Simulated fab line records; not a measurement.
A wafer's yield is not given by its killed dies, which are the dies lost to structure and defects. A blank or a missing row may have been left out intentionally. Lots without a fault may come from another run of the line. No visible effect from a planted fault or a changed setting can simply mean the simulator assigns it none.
Which of the tools did it? / flow nand harc / 72 wafers from 24 lots sampled at 4 of the route's 1302 steps

## WHAT EACH GAUGE READ, for each wafer
NHARC_P_CONTACT_INSPECT_27.
lot=L074; measured=day 5 21:40; on=defect inspect-01; raw defect count=259 331 196
lot=L075; measured=day 6 10:46; on=defect inspect-02; raw defect count=338 303 235
lot=L076; measured=day 6 15:50; on=defect inspect-02; raw defect count=221 329 257
lot=L077; measured=day 7 02:34; on=defect inspect-02; raw defect count=366 311 246
lot=L082; measured=day 10 04:07; on=defect inspect-01; raw defect count=178 190 162
lot=L081; measured=day 10 05:05; on=defect inspect-02; raw defect count=294 199 219
lot=L078; measured=day 10 05:28; on=defect inspect-02; raw defect count=509 483 271
lot=L083; measured=day 10 11:13; on=defect inspect-02; raw defect count=336 287 239
lot=L080; measured=day 10 12:26; on=defect inspect-02; raw defect count=294 217 416
lot=L079; measured=day 10 17:46; on=defect inspect-01; raw defect count=230 366 353
lot=L084; measured=day 10 12:27; on=defect inspect-01; raw defect count=389 368 498
lot=L085; measured=day 10 20:26; on=defect inspect-02; raw defect count=653 464 264
lot=L086; measured=day 10 23:55; on=defect inspect-02; raw defect count=182 222 273
lot=L088; measured=day 11 23:23; on=defect inspect-01; raw defect count=211 289 210
lot=L087; measured=day 11 21:52; on=defect inspect-02; raw defect count=191 172 168
lot=L089; measured=day 12 02:33; on=defect inspect-02; raw defect count=291 446 826
lot=L090; measured=day 12 15:10; on=defect inspect-01; raw defect count=587 290 221
lot=L091; measured=day 12 21:58; on=defect inspect-02; raw defect count=144 308 370
lot=L092; measured=day 13 16:16; on=defect inspect-02; raw defect count=382 320 303
lot=L093; measured=day 13 18:29; on=defect inspect-02; raw defect count=248 230 243
lot=L094; measured=day 14 05:29; on=defect inspect-01; raw defect count=361 193 320
lot=L095; measured=day 15 01:34; on=defect inspect-01; raw defect count=135 155 175
lot=L096; measured=day 15 07:53; on=defect inspect-01; raw defect count=146 152 145
lot=L097; measured=day 15 12:58; on=defect inspect-01; raw defect count=177 233 312

## WHAT TOOL EACH LOT RAN ON (gives the tool, then ch and the chambers of the sampled wafers, and finally the start)
lot=L074; NHARC_P_GATE_HM_DEP_102=acl dep-03 ch 0, day 4 20:26; NHARC_P_GATE_DESCUM_93=rie diel-05 ch 0,1,3, day 5 13:14; NHARC_P_CONTACT_ETCH_18=rie diel-07 ch 1,2,3, day 5 21:40 or earlier
lot=L075; NHARC_P_GATE_HM_DEP_102=acl dep-01 ch 0, day 5 10:01; NHARC_P_GATE_DESCUM_93=rie diel-05 ch 0,1, day 6 02:43; NHARC_P_CONTACT_ETCH_18=rie diel-13 ch 0,2,3, day 6 10:46 or earlier
lot=L076; NHARC_P_GATE_HM_DEP_102=acl dep-01 ch 0, day 5 15:10; NHARC_P_GATE_DESCUM_93=rie diel-11 ch 1,2, day 6 08:04; NHARC_P_CONTACT_ETCH_18=rie diel-07 ch 0,2, day 6 15:50 or earlier
lot=L077; NHARC_P_GATE_HM_DEP_102=acl dep-01 ch 0, day 6 01:02; NHARC_P_GATE_DESCUM_93=rie diel-11 ch 0,1, day 6 18:04; NHARC_P_CONTACT_ETCH_18=rie diel-07 ch 0,1, day 7 02:34 or earlier
lot=L082; NHARC_P_GATE_HM_DEP_102=acl dep-02 ch 0, day 9 03:29; NHARC_P_GATE_DESCUM_93=rie diel-11 ch 1,3, day 9 20:19; NHARC_P_CONTACT_ETCH_18=rie diel-07 ch 0,1,2, day 10 04:07 or earlier
lot=L081; NHARC_P_GATE_HM_DEP_102=acl dep-02 ch 0, day 9 04:01; NHARC_P_GATE_DESCUM_93=rie diel-05 ch 1,2, day 9 20:51; NHARC_P_CONTACT_ETCH_18=rie diel-13 ch 2,3, day 10 05:05 or earlier
lot=L078; NHARC_P_GATE_HM_DEP_102=acl dep-02 ch 0, day 9 04:40; NHARC_P_GATE_DESCUM_93=rie diel-11 ch 0,1,3, day 9 21:39; NHARC_P_CONTACT_ETCH_18=rie diel-07 ch 1,2,3, day 10 05:28 or earlier
lot=L083; NHARC_P_GATE_HM_DEP_102=acl dep-03 ch 0, day 9 05:16; NHARC_P_GATE_DESCUM_93=rie diel-09 ch 0,1,3, day 10 03:11; NHARC_P_CONTACT_ETCH_18=rie diel-13 ch 0,2,3, day 10 11:13 or earlier
lot=L080; NHARC_P_GATE_HM_DEP_102=acl dep-02 ch 0, day 9 05:25; NHARC_P_GATE_DESCUM_93=rie diel-11 ch 1,2,3, day 10 04:01; NHARC_P_CONTACT_ETCH_18=rie diel-13 ch 0,2,3, day 10 12:26 or earlier
lot=L079; NHARC_P_GATE_HM_DEP_102=acl dep-02 ch 0, day 9 05:58; NHARC_P_GATE_DESCUM_93=rie diel-11 ch 0,1,3, day 10 09:37; NHARC_P_CONTACT_ETCH_18=rie diel-07 ch 0,1,3, day 10 17:46 or earlier
lot=L084; NHARC_P_GATE_HM_DEP_102=acl dep-03 ch 0, day 9 06:07; NHARC_P_GATE_DESCUM_93=rie diel-05 ch 0,1, day 10 04:17; NHARC_P_CONTACT_ETCH_18=rie diel-07 ch 0,1,3, day 10 12:27 or earlier
lot=L085; NHARC_P_GATE_HM_DEP_102=acl dep-01 ch 0, day 9 09:23; NHARC_P_GATE_DESCUM_93=rie diel-05 ch 1,3, day 10 12:31; NHARC_P_CONTACT_ETCH_18=rie diel-02 ch 0,2, day 10 20:26 or earlier
lot=L086; NHARC_P_GATE_HM_DEP_102=acl dep-02 ch 0, day 9 18:06; NHARC_P_GATE_DESCUM_93=rie diel-11 ch 0,1,3, day 10 16:07; NHARC_P_CONTACT_ETCH_18=rie diel-13 ch 1,2,3, day 10 23:55 or earlier
lot=L088; NHARC_P_GATE_HM_DEP_102=acl dep-01 ch 0, day 10 20:33; NHARC_P_GATE_DESCUM_93=rie diel-05 ch 0,1,2, day 11 15:23; NHARC_P_CONTACT_ETCH_18=rie diel-07 ch 0,2,3, day 11 23:23 or earlier
lot=L087; NHARC_P_GATE_HM_DEP_102=acl dep-01 ch 0, day 10 20:59; NHARC_P_GATE_DESCUM_93=rie diel-05 ch 0,1,3, day 11 14:10; NHARC_P_CONTACT_ETCH_18=rie diel-02 ch 0,1, day 11 21:52 or earlier
lot=L089; NHARC_P_GATE_HM_DEP_102=acl dep-02 ch 0, day 11 01:44; NHARC_P_GATE_DESCUM_93=rie diel-05 ch 0,3, day 11 18:43; NHARC_P_CONTACT_ETCH_18=rie diel-02 ch 1,2,3, day 12 02:33 or earlier
lot=L090; NHARC_P_GATE_HM_DEP_102=acl dep-03 ch 0, day 11 14:14; NHARC_P_GATE_DESCUM_93=rie diel-11 ch 0,1,3, day 12 07:23; NHARC_P_CONTACT_ETCH_18=rie diel-13 ch 0,1,2, day 12 15:10 or earlier
lot=L091; NHARC_P_GATE_HM_DEP_102=acl dep-02 ch 0, day 11 21:13; NHARC_P_GATE_DESCUM_93=rie diel-09 ch 0,2,3, day 12 14:10; NHARC_P_CONTACT_ETCH_18=rie diel-02 ch 0,1, day 12 21:58 or earlier
lot=L092; NHARC_P_GATE_HM_DEP_102=acl dep-02 ch 0, day 12 15:50; NHARC_P_GATE_DESCUM_93=rie diel-09 ch 0,1, day 13 08:33; NHARC_P_CONTACT_ETCH_18=rie diel-02 ch 0,1,3, day 13 16:16 or earlier
lot=L093; NHARC_P_GATE_HM_DEP_102=acl dep-01 ch 0, day 12 16:50; NHARC_P_GATE_DESCUM_93=rie diel-11 ch 2,3, day 13 10:26; NHARC_P_CONTACT_ETCH_18=rie diel-07 ch 0,1,2, day 13 18:29 or earlier
lot=L094; NHARC_P_GATE_HM_DEP_102=acl dep-01 ch 0, day 13 04:44; NHARC_P_GATE_DESCUM_93=rie diel-09 ch 0,1,2, day 13 21:47; NHARC_P_CONTACT_ETCH_18=rie diel-07 ch 0,1,2, day 14 05:29 or earlier
lot=L095; NHARC_P_GATE_HM_DEP_102=acl dep-03 ch 0, day 14 00:35; NHARC_P_GATE_DESCUM_93=rie diel-09 ch 1,3, day 14 17:44; NHARC_P_CONTACT_ETCH_18=rie diel-02 ch 0,1,3, day 15 01:34 or earlier
lot=L096; NHARC_P_GATE_HM_DEP_102=acl dep-03 ch 0, day 14 07:29; NHARC_P_GATE_DESCUM_93=rie diel-11 ch 0,2,3, day 14 23:55; NHARC_P_CONTACT_ETCH_18=rie diel-07 ch 0,1, day 15 07:53 or earlier
lot=L097; NHARC_P_GATE_HM_DEP_102=acl dep-03 ch 0, day 14 11:44; NHARC_P_GATE_DESCUM_93=rie diel-11 ch 2,3, day 15 05:04; NHARC_P_CONTACT_ETCH_18=rie diel-07 ch 1,2, day 15 12:58 or earlier
- NHARC_P_GATE_HM_DEP_102: deposits aC, target thk 120 nm.
- NHARC_P_GATE_DESCUM_93: chemistry O2, time 3 s.
- NHARC_P_CONTACT_ETCH_18: etches the open film in C4F8/O2/Ar, target depth 481 nm, time 240.5 s.

## WHAT THE TOOLS THEMSELVES READ (means of the sampled wafers that have a number; where no wafer has one, the mark that the record gives instead)
NHARC_P_GATE_HM_DEP_102.
lot=L074; tool=acl dep-03; throttle valve pct (%)=35.001
lot=L075; tool=acl dep-01; throttle valve pct (%)=34.997
lot=L076; tool=acl dep-01; throttle valve pct (%)=34.997
lot=L077; tool=acl dep-01; throttle valve pct (%)=35.008
lot=L082; tool=acl dep-02; throttle valve pct (%)=35.001
lot=L081; tool=acl dep-02; throttle valve pct (%)=34.997
lot=L078; tool=acl dep-02; throttle valve pct (%)=35.004
lot=L083; tool=acl dep-03; throttle valve pct (%)=35.001
lot=L080; tool=acl dep-02; throttle valve pct (%)=35.008
lot=L079; tool=acl dep-02; throttle valve pct (%)=35.000
lot=L084; tool=acl dep-03; throttle valve pct (%)=34.998
lot=L085; tool=acl dep-01; throttle valve pct (%)=34.993
lot=L086; tool=acl dep-02; throttle valve pct (%)=35.007
lot=L088; tool=acl dep-01; throttle valve pct (%)=35.004
lot=L087; tool=acl dep-01; throttle valve pct (%)=34.998
lot=L089; tool=acl dep-02; throttle valve pct (%)=34.994
lot=L090; tool=acl dep-03; throttle valve pct (%)=35.004
lot=L091; tool=acl dep-02; throttle valve pct (%)=35.007
lot=L092; tool=acl dep-02; throttle valve pct (%)=35.000
lot=L093; tool=acl dep-01; throttle valve pct (%)=35.004
lot=L094; tool=acl dep-01; throttle valve pct (%)=34.992
lot=L095; tool=acl dep-03; throttle valve pct (%)=34.994
lot=L096; tool=acl dep-03; throttle valve pct (%)=34.996
lot=L097; tool=acl dep-03; throttle valve pct (%)=35.007

NHARC_P_GATE_DESCUM_93.
lot=L074; tool=rie diel-05; drypump motor current A (A)=5.9; oes product au (a.u.)=0.998; rf vpp V (V)=57.2; showerhead plenum p Torr (Torr)=1.91; throttle valve pct (%)=11.301
lot=L075; tool=rie diel-05; drypump motor current A (A)=5.7; oes product au (a.u.)=1.001; rf vpp V (V)=57.4; showerhead plenum p Torr (Torr)=1.96; throttle valve pct (%)=11.313
lot=L076; tool=rie diel-11; drypump motor current A (A)=5.5; oes product au (a.u.)=0.995; rf vpp V (V)=57.3; showerhead plenum p Torr (Torr)=1.81; throttle valve pct (%)=11.308
lot=L077; tool=rie diel-11; drypump motor current A (A)=5.6; oes product au (a.u.)=0.992; rf vpp V (V)=57.2; showerhead plenum p Torr (Torr)=1.84; throttle valve pct (%)=11.302
lot=L082; tool=rie diel-11; drypump motor current A (A)=6.1; oes product au (a.u.)=1.000; rf vpp V (V)=57.7; showerhead plenum p Torr (Torr)=1.93; throttle valve pct (%)=11.315
lot=L081; tool=rie diel-05; drypump motor current A (A)=5.3; oes product au (a.u.)=1.011; rf vpp V (V)=57.6; showerhead plenum p Torr (Torr)=1.93; throttle valve pct (%)=11.313
lot=L078; tool=rie diel-11; drypump motor current A (A)=5.9; oes product au (a.u.)=0.993; rf vpp V (V)=57.8; showerhead plenum p Torr (Torr)=1.92; throttle valve pct (%)=11.302
lot=L083; tool=rie diel-09; drypump motor current A (A)=6.0; oes product au (a.u.)=1.000; rf vpp V (V)=57.6; showerhead plenum p Torr (Torr)=1.85; throttle valve pct (%)=11.305
lot=L080; tool=rie diel-11; drypump motor current A (A)=5.8; oes product au (a.u.)=0.993; rf vpp V (V)=57.5; showerhead plenum p Torr (Torr)=1.89; throttle valve pct (%)=11.308
lot=L079; tool=rie diel-11; drypump motor current A (A)=5.9; oes product au (a.u.)=0.989; rf vpp V (V)=57.8; showerhead plenum p Torr (Torr)=1.92; throttle valve pct (%)=11.313
lot=L084; tool=rie diel-05; drypump motor current A (A)=5.7; oes product au (a.u.)=1.002; rf vpp V (V)=57.7; showerhead plenum p Torr (Torr)=1.95; throttle valve pct (%)=11.319
lot=L085; tool=rie diel-05; drypump motor current A (A)=5.9; oes product au (a.u.)=1.000; rf vpp V (V)=57.1; showerhead plenum p Torr (Torr)=1.85; throttle valve pct (%)=11.315
lot=L086; tool=rie diel-11; drypump motor current A (A)=5.9; oes product au (a.u.)=1.000; rf vpp V (V)=58.0; showerhead plenum p Torr (Torr)=1.92; throttle valve pct (%)=11.313
lot=L088; tool=rie diel-05; drypump motor current A (A)=5.5; oes product au (a.u.)=1.006; rf vpp V (V)=57.5; showerhead plenum p Torr (Torr)=1.93; throttle valve pct (%)=11.311
lot=L087; tool=rie diel-05; drypump motor current A (A)=5.9; oes product au (a.u.)=1.011; rf vpp V (V)=57.8; showerhead plenum p Torr (Torr)=1.90; throttle valve pct (%)=11.297
lot=L089; tool=rie diel-05; drypump motor current A (A)=6.0; oes product au (a.u.)=0.999; rf vpp V (V)=57.8; showerhead plenum p Torr (Torr)=1.91; throttle valve pct (%)=11.313
lot=L090; tool=rie diel-11; drypump motor current A (A)=5.9; oes product au (a.u.)=1.001; rf vpp V (V)=57.5; showerhead plenum p Torr (Torr)=1.92; throttle valve pct (%)=11.302
lot=L091; tool=rie diel-09; drypump motor current A (A)=6.3; oes product au (a.u.)=1.001; rf vpp V (V)=57.9; showerhead plenum p Torr (Torr)=1.87; throttle valve pct (%)=11.309
lot=L092; tool=rie diel-09; drypump motor current A (A)=5.9; oes product au (a.u.)=0.998; rf vpp V (V)=57.7; showerhead plenum p Torr (Torr)=1.81; throttle valve pct (%)=11.305
lot=L093; tool=rie diel-11; drypump motor current A (A)=6.0; oes product au (a.u.)=0.993; rf vpp V (V)=58.1; showerhead plenum p Torr (Torr)=1.97; throttle valve pct (%)=11.312
lot=L094; tool=rie diel-09; drypump motor current A (A)=5.9; oes product au (a.u.)=1.005; rf vpp V (V)=58.4; showerhead plenum p Torr (Torr)=1.87; throttle valve pct (%)=11.317
lot=L095; tool=rie diel-09; drypump motor current A (A)=6.1; oes product au (a.u.)=0.998; rf vpp V (V)=57.6; showerhead plenum p Torr (Torr)=1.88; throttle valve pct (%)=11.307
lot=L096; tool=rie diel-11; drypump motor current A (A)=5.8; oes product au (a.u.)=0.994; rf vpp V (V)=58.0; showerhead plenum p Torr (Torr)=1.95; throttle valve pct (%)=11.305
lot=L097; tool=rie diel-11; drypump motor current A (A)=6.0; oes product au (a.u.)=0.997; rf vpp V (V)=57.4; showerhead plenum p Torr (Torr)=1.97; throttle valve pct (%)=11.310

NHARC_P_CONTACT_ETCH_18.
lot=L074; tool=rie diel-07; oes product au (a.u.)=0.973; rf fwd power W (W)=598.4; rf vpp V (V)=979
lot=L075; tool=rie diel-13; oes product au (a.u.)=0.949; rf fwd power W (W)=598.7; rf vpp V (V)=974
lot=L076; tool=rie diel-07; oes product au (a.u.)=0.961; rf fwd power W (W)=596.0; rf vpp V (V)=982
lot=L077; tool=rie diel-07; oes product au (a.u.)=0.972; rf fwd power W (W)=597.0; rf vpp V (V)=972
lot=L082; tool=rie diel-07; oes product au (a.u.)=0.965; rf fwd power W (W)=596.7; rf vpp V (V)=977
lot=L081; tool=rie diel-13; oes product au (a.u.)=0.952; rf fwd power W (W)=595.5; rf vpp V (V)=975
lot=L078; tool=rie diel-07; oes product au (a.u.)=0.965; rf fwd power W (W)=599.2; rf vpp V (V)=980
lot=L083; tool=rie diel-13; oes product au (a.u.)=0.918; rf fwd power W (W)=597.5; rf vpp V (V)=973
lot=L080; tool=rie diel-13; oes product au (a.u.)=0.959; rf fwd power W (W)=596.2; rf vpp V (V)=972
lot=L079; tool=rie diel-07; oes product au (a.u.)=0.959; rf fwd power W (W)=599.3; rf vpp V (V)=975
lot=L084; tool=rie diel-07; oes product au (a.u.)=0.932; rf fwd power W (W)=597.8; rf vpp V (V)=975
lot=L085; tool=rie diel-02; oes product au (a.u.)=0.955; rf fwd power W (W)=598.8; rf vpp V (V)=982
lot=L086; tool=rie diel-13; oes product au (a.u.)=0.956; rf fwd power W (W)=598.7; rf vpp V (V)=978
lot=L088; tool=rie diel-07; oes product au (a.u.)=0.955; rf fwd power W (W)=598.6; rf vpp V (V)=981
lot=L087; tool=rie diel-02; oes product au (a.u.)=0.953; rf fwd power W (W)=597.3; rf vpp V (V)=980
lot=L089; tool=rie diel-02; oes product au (a.u.)=0.951; rf fwd power W (W)=598.2; rf vpp V (V)=976
lot=L090; tool=rie diel-13; oes product au (a.u.)=0.923; rf fwd power W (W)=598.9; rf vpp V (V)=978
lot=L091; tool=rie diel-02; oes product au (a.u.)=0.961; rf fwd power W (W)=597.5; rf vpp V (V)=980
lot=L092; tool=rie diel-02; oes product au (a.u.)=0.955; rf fwd power W (W)=598.7; rf vpp V (V)=978
lot=L093; tool=rie diel-07; oes product au (a.u.)=0.967; rf fwd power W (W)=596.4; rf vpp V (V)=977
lot=L094; tool=rie diel-07; oes product au (a.u.)=0.971; rf fwd power W (W)=600.5; rf vpp V (V)=978
lot=L095; tool=rie diel-02; oes product au (a.u.)=0.964; rf fwd power W (W)=599.3; rf vpp V (V)=979
lot=L096; tool=rie diel-07; oes product au (a.u.)=0.976; rf fwd power W (W)=599.8; rf vpp V (V)=972
lot=L097; tool=rie diel-07; oes product au (a.u.)=0.979; rf fwd power W (W)=597.9; rf vpp V (V)=978

## THE ANSWER, worked out from the rows above alone
Rule: usual is defined by the lots themselves. The widest of any qualifying gaps counts: lots, ordered by their means at a reading, are off when they make up no more than a third of the lots, leave a main group of 4 or more, and stand apart from it by 3 or more times the standard deviation of that group's means. If all means in a main group match to the digits the tables above print for the reading, that group is not used. A lot without any number at a reading at which 4 lots or more have one is off too. All remaining lots with rows at the step are treated as sound. After the gauges, taken in route order, come the tools' own readings; for these a lot's mean is taken, as printed above. The first step at which some lot is off is used, and at that step the reading that is off furthest; a lot without a number counts as furthest.
No lot is off at any reading shown: from this, nothing can be told.

## WHAT THE SIMULATOR HAD INSERTED
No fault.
